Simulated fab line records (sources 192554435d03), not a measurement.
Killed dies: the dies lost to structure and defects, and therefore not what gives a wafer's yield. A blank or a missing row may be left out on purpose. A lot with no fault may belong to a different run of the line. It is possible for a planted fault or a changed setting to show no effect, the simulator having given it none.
A struck lot beside a sound one ; flow n5 finfet ; 36 steps out of a route of 1938
Sound: wafers L328.2, L328.3, L328.6. Struck: wafers L339.1, L339.2, L339.6. At the end, the cause is stated.
Order at every step that has rows: each side's tool, ch and its chambers, its first start. Under that, the readings that differ: sound wafers ; struck wafers ; difference of the means ; sigmas: that difference in standard deviations of wafers without a fault.
alike: words and numbers the same on both sides, and readings whose means are apart by under 2 such deviations; not compared: readings that were withheld, readings missing a value for some wafer, numbers with overlapping values and no deviation given by the record, and bounds like >300 which may hide the same value.
Wherever a step has rows on one side only, a row that says differs or no value, or a row with sigmas, the two part there. When numbers do not overlap yet have no deviation, they are printed without sigmas and do not part them. Lack of a reading on every wafer of one side parts them only where that side has two or more wafers.

first, 9 steps without rows for these wafers: N5_BEOL_M4_ANNEAL_95 (time 240 s); N5_BEOL_M4_SPUTTER_96 (material Cu, target thk 4.5 nm, time 8.29 s); N5_BEOL_M4_ECD_50 (material Cu, target thk 300 nm); N5_BEOL_M4_ANNEAL_51 (time 90 s); N5_BEOL_M4_CMP_52 (polishes, stops on SiOC, t overpolish 6.8 s, target thk 40 nm); N5_BEOL_M4_PRE_CLEAN_60 (time 15 s); N5_BEOL_M4_CO_CAP_55 (material Co, precursor CCTBA/H2, target thk 2 nm, time 102.1 s); N5_BEOL_M4_PRE_CLEAN_56 (time 15 s); N5_BEOL_M4_DEP_57 (deposits SiCN from 3MS/NH3, target thk 8 nm, time 14 s).
N5_BEOL_M4_RC_MEAS_101:
  sound on prober-02 ch 0, day 9 10:05; struck on prober-01 ch 0, day 11 19:35
  alike: DIBL_N, DIBL_P, IOFF_N, IOFF_P, ION_N, ION_P, SS_N, SS_P, VT_N, VT_P
then, 24 steps without rows for these wafers: N5_BEOL_M5_ILD_DEP_00 (deposits SiCOH lowk from DEMS/porogen, target thk 140.64 nm, time 25.9 s); N5_BEOL_M5_CURE_79 (cures SiCOH lowk, time 240 s); N5_BEOL_M5_PECVD_70 (deposits SiO2 from TEOS/O2, target thk 16 nm, time 18 s); N5_BEOL_M5_HM_DEP_02 (deposits TiN, target thk 20 nm); N5_BEOL_M5_COAT_59 (time 60 s, resist thk 60 nm); N5_BEOL_M5_COAT_60 (time 60 s, resist thk 12 nm); N5_BEOL_M5_COAT_71 (time 60 s, resist thk 5 nm); N5_BEOL_M5_COAT_05 (resist thk 30 nm); N5_BEOL_M5_EBR_07; N5_BEOL_M5_SOFTBAKE_06 (time 60 s); N5_BEOL_M5_EXPOSE_08 (exposes mask M5, target cd 28 nm); N5_BEOL_M5_PEB_09 (peb time 60 s); N5_BEOL_M5_DEVELOP_10 (develop time 30 s); N5_BEOL_M5_DESCUM_16 (chemistry O2, time 7 s); N5_BEOL_M5_ETCH_72 (etches underlayer in N2/H2, target depth 6.5 nm, time 5.2 s); N5_BEOL_M5_ETCH_61 (etches SiARC in CF4, target depth 15.6 nm, time 26 s); N5_BEOL_M5_ETCH_62 (etches SOC in N2/H2, target depth 75 nm, overetch 15 nm, time 112.5 s); N5_BEOL_M5_STRIP_63 (strips in N2/H2); N5_BEOL_M5_STRIP_73 (strips in N2/H2); N5_BEOL_M5_STRIP_64 (strips in CF4); N5_BEOL_M5_HM_OPEN_17 (chemistry Cl2/BCl3, target TiN, target depth 20 nm, overetch 6 nm); N5_BEOL_M5_STRIP_19 (strips in O2); N5_BEOL_M5_COAT_65 (time 60 s, resist thk 60 nm); N5_BEOL_M5_COAT_66 (time 60 s, resist thk 12 nm).
-- a jump in the record: the struck wafers' starts before and after are 4 days apart (it breaks off in module BEOL_M5 and resumes in module MIM_TOP, where the first step shown is number 1834 of the route) --
N5_MIM_TOP_ALD_00: deposits Al2O3, purge time 3 s, co reactant pulse time 3 s.
  sound on ald hk-01 ch 0,2,3, day 13 08:31; struck on ald hk-01 ch 1,2, day 15 19:07
reading;sound;struck;difference;sigmas
precursor pulse height rel;1.015 1.026 1.000;- - -;no value on the struck wafers;
N5_PASSIVATION_PROBE_49:
  sound: prober-02 at day 13 21:55; struck: prober-02 at day 16 07:19
reading;sound;struck;difference;sigmas
defect limited yield (%);93.1 93.9 93.2;85.4 86.4 86.0;-7.5;-5
killed at other;0 0 1;71 62 62;+65;+22
killed dies;81 72 80;172 160 165;+88;+5
killed on rim;13 9 11;12 39 8;+9;+2
sort_bin_5_function (%);4.4 3.6 4.8;11.6 10.1 10.9;+6.6;+7
sort n pass;1099 1108 1100;1008 1020 1015;-88;-5
sort yield pct (%);93.1 93.9 93.2;85.4 86.4 86.0;-7.5;-5
  alike: killed_at_M0_to_M3, killed_at_M4_up, killed at contacts, killed at front end, killed open, killed short, sort_bin_6_memory

== WHERE THEY PART ==
Last at N5_PASSIVATION_PROBE_49 as far as this record goes, first at N5_MIM_TOP_ALD_00.

WHY: what the simulator had put in
Whole step skipped at N5_MIM_TOP_ALD_00 on ald hk-01, starting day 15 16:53. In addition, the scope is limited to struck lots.
